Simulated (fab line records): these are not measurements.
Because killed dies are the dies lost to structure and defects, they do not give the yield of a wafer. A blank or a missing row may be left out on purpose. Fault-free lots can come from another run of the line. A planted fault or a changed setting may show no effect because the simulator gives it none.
Which of the tools did it? ; flow n5_finfet ; 12 lots with 36 wafers sampled at 5 steps, on a route of 1938 steps

== WHAT THE GAUGES SHOWED, per wafer ==
N5_SD_ACTIVATION_INSPECT_02: inspects for defects (darkfield).
lot;measured;on;raw_defect_count
L075;day 3 22:42;defect_inspect-01;192 240 152
L077;day 4 06:16;defect_inspect-02;176 145 179
L079;day 5 02:08;defect_inspect-01;191 168 146
L081;day 5 06:23;defect_inspect-02;152 193 180
L083;day 5 17:04;defect_inspect-01;194 202 238
L085;day 6 02:26;defect_inspect-01;228 175 198
L087;day 6 19:02;defect_inspect-02;218 237 256
L089;day 7 05:15;defect_inspect-01;183 150 250
L091;day 7 16:06;defect_inspect-01;141 198 172
L093;day 8 06:11;defect_inspect-02;265 236 236
L095;day 8 17:01;defect_inspect-01;201 244 204
L097;day 9 08:37;defect_inspect-02;181 186 245

== EACH LOT AND THE TOOL THAT RAN IT (in order: tool; ch and the chambers of the sampled wafers; start) ==
lot;N5_DUMMY_GATE_ETCH_31;N5_DUMMY_GATE_HM_OPEN_21;N5_SD_EPI_N_LINER_46;N5_SD_EPI_P_ETCH_36
L075;rie_diel-06 ch 0,1, day 3 09:44;rie_diel-06 ch 0,1, day 3 09:49;ald_sin-01 ch 0,3, day 3 16:34;rie_diel-06 ch 0,1,2, day 3 17:20
L077;rie_diel-06 ch 0,1, day 3 18:37;rie_diel-06 ch 0,1, day 3 18:42;ald_sin-02 ch 0,1,2, day 4 01:07;rie_diel-06 ch 0,1,3, day 4 01:39
L079;rie_diel-05 ch 0,1, day 4 06:44;rie_diel-05 ch 0,1, day 4 06:49;ald_sin-01 ch 0,1,3, day 4 12:45;rie_diel-06 ch 0,1,2, day 4 13:23
L081;rie_diel-05 ch 0,1,2, day 4 18:22;rie_diel-05 ch 0,1,2, day 4 18:27;ald_sin-01 ch 0,3, day 5 00:14;rie_diel-05 ch 2,3, day 5 01:01
L083;rie_diel-05 ch 0,2, day 5 05:22;rie_diel-05 ch 0,2, day 5 05:27;ald_sin-01 ch 0,1, day 5 11:04;rie_diel-03 ch 1,2,3, day 5 11:42
L085;rie_diel-05 ch 0,1,3, day 5 15:51;rie_diel-05 ch 0,1,3, day 5 15:56;ald_sin-01 ch 1,2,3, day 5 21:14;rie_diel-03 ch 1,2,3, day 5 22:00
L087;rie_diel-06 ch 1,2, day 6 06:17;rie_diel-06 ch 1,2, day 6 06:23;ald_sin-01 ch 0,1,3, day 6 13:29;rie_diel-06 ch 1,2, day 6 14:07
L089;rie_diel-03 ch 1,3, day 6 16:04;rie_diel-03 ch 1,3, day 6 16:09;ald_sin-01 ch 0,1,2, day 6 23:33;rie_diel-03 ch 1,2,3, day 7 00:35
L091;rie_diel-06 ch 0,3, day 7 04:53;rie_diel-06 ch 0,3, day 7 04:58;ald_sin-02 ch 0,1,2, day 7 10:59;rie_diel-03 ch 1,2, day 7 11:39
L093;rie_diel-06 ch 0,2,3, day 7 16:29;rie_diel-06 ch 0,2,3, day 7 16:35;ald_sin-01 ch 1,2,3, day 7 22:55;rie_diel-06 ch 0,2, day 7 23:41
L095;rie_diel-03 ch 1,2, day 8 06:05;rie_diel-03 ch 1,2, day 8 06:10;ald_sin-02 ch 0,3, day 8 11:55;rie_diel-05 ch 1,2, day 8 12:34
L097;rie_diel-06 ch 0,1,2, day 8 21:40;rie_diel-06 ch 0,1,2, day 8 21:46;ald_sin-02 ch 1,2, day 9 03:31;rie_diel-05 ch 0,1,3, day 9 04:11
- N5_DUMMY_GATE_ETCH_31: etches SiO2 in C4F6/O2, target depth 82.5 nm, time 27.5 s.
- N5_DUMMY_GATE_HM_OPEN_21: chemistry CH3F/O2, target SiNx, target depth 120 nm, time 171.4 s.
- N5_SD_EPI_N_LINER_46: material SiNx, target thk 3 nm.
- N5_SD_EPI_P_ETCH_36: etches SiARC in CF4, target depth 45.5 nm, time 75.8 s.

== THE ANSWER, worked out from the rows above alone ==
Rule: what is usual is taken from the lots themselves. The widest of any qualifying gaps counts: lots, ordered by their means at a reading, are off when they make up no more than a third of the lots, leave a main group of 4 or more, and stand apart from it by 3 or more times the standard deviation of that group's means. If all means in a main group match to the digits the tables above print for the reading, that group is not used. Also off: a lot with no number at a reading for which 4 or more lots have one. The other lots that the step has rows for count as sound.
None of the lots is off at any reading shown; this tells nothing.

== WHAT WAS PUT IN BY THE SIMULATOR ==
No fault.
